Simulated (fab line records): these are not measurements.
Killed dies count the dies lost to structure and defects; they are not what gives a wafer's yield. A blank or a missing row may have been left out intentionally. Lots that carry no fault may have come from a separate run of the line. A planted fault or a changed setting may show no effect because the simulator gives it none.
Problem report in the 8D (eight disciplines) form, filled by code | flow n5_finfet | the parts of the form that need people (team, actions taken, sign-off) are left out

== 1. THE PROBLEM ==
At N5_BEOL_M3_INSPECT_30, raw_defect_count averages 1298 over 6 wafers from 2 lots, while fault-free wafers read 441, standard deviation 110. Relative to the usual mean, that is a shift of +7.8 standard deviations.
The step: inspects for defects (brightfield).
First seen on wafer L796.3, day 11 15:14, on defect_inspect-01. The record holds 24 wafers of 8 lots with a number at this step. Rule for "out", or "out of limits": more than 4 standard deviations from the usual mean. The rest of the wafers with a number are treated as sound.

== 2. WHAT IT IS AND WHAT IT IS NOT ==
question                    | is                                   | is not
which readings at this step | raw_defect_count                     | -
which lots                  | L796, L800                           | L786, L787, L793, L794, L795, L801
which wafers of those lots  | all that have a number               | -
read on which gauges        | defect_inspect-01, defect_inspect-02 | -
when                        | from day 11 15:14                    | up to then (15 sound wafers); but 3 sound wafers of L801 came after

== 3. SUSPECTS, AND WHAT RULES EACH OUT ==
Counting: a tool at any process step up to the reading remains a suspect when it ran all the lots that are out and ran no sound lot after the first of those.
- ruled out: the gauge at N5_BEOL_M3_INSPECT_30. 2 gauges (defect_inspect-01, defect_inspect-02) read the wafers that are out.
- pecvd-04 at N5_BEOL_M3_PECVD_72 (deposits SiO2 from TEOS/O2, target thk 16 nm, time 18 s): kept. It processed each lot that is out, first L796 at day 11 12:35, and no sound lot thereafter; up to then, the last sound lot it processed was L786 at day 9 02:34.
- rie_diel-06 at N5_BEOL_M3_ETCH_63 (etches SiARC in CF4, target depth 15.6 nm, time 26 s): kept. It processed each lot that is out, first L796 at day 11 14:13, and no sound lot thereafter; up to then, the last sound lot it processed was L793 at day 10 17:14.
- rie_diel-06 at N5_BEOL_M3_STRIP_66 (strips in CF4): kept. It processed each lot that is out, first L796 at day 11 14:34, and no sound lot thereafter; up to then, the last sound lot it processed was L793 at day 10 17:23.
pecvd-04 at N5_BEOL_M3_PECVD_72, rie_diel-06 at N5_BEOL_M3_ETCH_63 and rie_diel-06 at N5_BEOL_M3_STRIP_66 are what is left after counting.

== 4. THE CAUSE (what the simulator had put in) ==
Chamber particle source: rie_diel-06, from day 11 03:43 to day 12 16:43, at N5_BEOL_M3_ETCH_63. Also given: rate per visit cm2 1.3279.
This tool is one of the 3 suspects left after counting.

== 5. THE CHAIN OF EFFECTS, in route order ==
Rows list readings where the struck wafers' mean (over those with a number) sits beyond 3 standard deviations from the usual. Scope: only readings with a usual standard deviation given in the record; hours: median across lots of the time from each lot's start at the first step in this table that gives one to its start at this step; sigmas: change in usual standard deviations.
hours | step                    | reading              | usual  | on struck wafers | change | sigmas
0     | N5_BEOL_M3_INSPECT_30   | raw_defect_count     | 441    | 1298             | +856   | +7.8
157   | N5_PASSIVATION_PROBE_49 | defect_limited_yield | 91.6 % | 83.2             | -8.4   | -6.0
157   | N5_PASSIVATION_PROBE_49 | killed_at_M0_to_M3   | 35     | 154              | +119   | +12
157   | N5_PASSIVATION_PROBE_49 | killed_dies          | 100    | 198              | +98    | +5.8
157   | N5_PASSIVATION_PROBE_49 | sort_bin_5_function  | 5.0 %  | 10.0             | +5.0   | +5.3
157   | N5_PASSIVATION_PROBE_49 | sort_n_pass          | 1080   | 982              | -98    | -5.8
157   | N5_PASSIVATION_PROBE_49 | sort_yield_pct       | 91.6 % | 83.2             | -8.4   | -6.0
It contains these process steps:
- N5_PASSIVATION_PROBE_49
Later steps that measure or inspect, where all struck wafers having a row at the step show a number for every such reading and not one has moved that far: N5_BEOL_M4_RC_MEAS_101.

== 6. WHAT WOULD HAVE CAUGHT IT SOONER ==
In this record the first reading out of limits at a measuring or inspecting step was taken at day 11 15:14, 12 hours after the fault began at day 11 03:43.
Of the tool readings at N5_BEOL_M3_ETCH_63 for which the record gives a usual standard deviation, none was out on any struck wafer, so an alarm limit of 4 standard deviations on them would not have fired.
Among the 2 lots that are out, L800 began N5_BEOL_M3_ETCH_63 on rie_diel-06 after day 11 15:14. Putting the tool on hold at that point would have spared it.
